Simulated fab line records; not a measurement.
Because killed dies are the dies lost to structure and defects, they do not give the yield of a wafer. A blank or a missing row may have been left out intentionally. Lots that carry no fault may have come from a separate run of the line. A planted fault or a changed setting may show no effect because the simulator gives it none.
The tool behind it: which one? | flow n5 finfet | 63 wafers sampled from 21 lots at 1 step of a route of 1938

WHAT THE GAUGES READ, wafer by wafer
N5_MOL_CONTACT_COAG_INSPECT_57: inspects for defects (brightfield). Usual: raw defect count 194, standard deviation 56.
lot  | measured     | on                | raw defect count | flag
L074 | day 5 05:58  | defect inspect-02 | 176 199 179      |
L075 | day 5 11:43  | defect inspect-01 | 275 257 231      |
L076 | day 5 18:09  | defect inspect-02 | 271 298 288      |
L077 | day 5 20:47  | defect inspect-01 | 124 157 177      |
L078 | day 6 00:10  | defect inspect-01 | 133 93 131       |
L079 | day 6 10:02  | defect inspect-02 | 361 170 192      |
L080 | day 6 13:49  | defect inspect-02 | 199 191 194      |
L081 | day 7 00:59  | defect inspect-02 | 151 169 171      |
L082 | day 7 06:29  | defect inspect-01 | 331 287 296      |
L083 | day 7 14:47  | defect inspect-02 | 120 138 257      |
L085 | day 7 22:14  | defect inspect-02 | 169 169 179      |
L086 | day 8 06:24  | defect inspect-01 | 187 174 248      |
L088 | day 8 13:51  | defect inspect-01 | 150 131 70       |
L089 | day 9 02:53  | defect inspect-01 | 199 160 176      |
L090 | day 9 03:04  | defect inspect-02 | 205 212 181      |
L091 | day 9 08:26  | defect inspect-02 | 156 171 228      |
L092 | day 9 17:11  | defect inspect-01 | 157 172 182      |
L093 | day 10 00:03 | defect inspect-01 | 329 145 187      |
L094 | day 10 02:25 | defect inspect-01 | 159 164 213      |
L095 | day 10 06:34 | defect inspect-01 | 184 111 219      |
L096 | day 10 16:43 | defect inspect-01 | 195 136 132      |

WHAT TOOL EACH LOT RAN ON (gives the tool, then ch and the chambers of the sampled wafers, and finally the start)
There is no process step in the record ahead of these readings.

AS READ BY THE TOOLS THEMSELVES (means over the sampled wafers that have a number; for cases with no such wafer, the mark the record gives instead)
The record holds no such reading with a usual standard deviation.

THE ANSWER, worked out from the rows above alone
Rule: take the mean of a lot's wafers that have a number; if it is more than 3 standard deviations from the usual mean, the lot is off. Also off: a lot with no number at a reading for which 4 or more lots have one. All remaining lots with rows at the step are treated as sound. Order of review: gauges by route order, followed by the tools' own readings, for which a lot's mean as printed above is used. The first step at which some lot is off is used, and at that step the reading that is off furthest; a lot without a number counts as furthest.
Nothing can be told from this: no lot is off at any reading shown.

WHAT HAD BEEN PUT IN BY THE SIMULATOR
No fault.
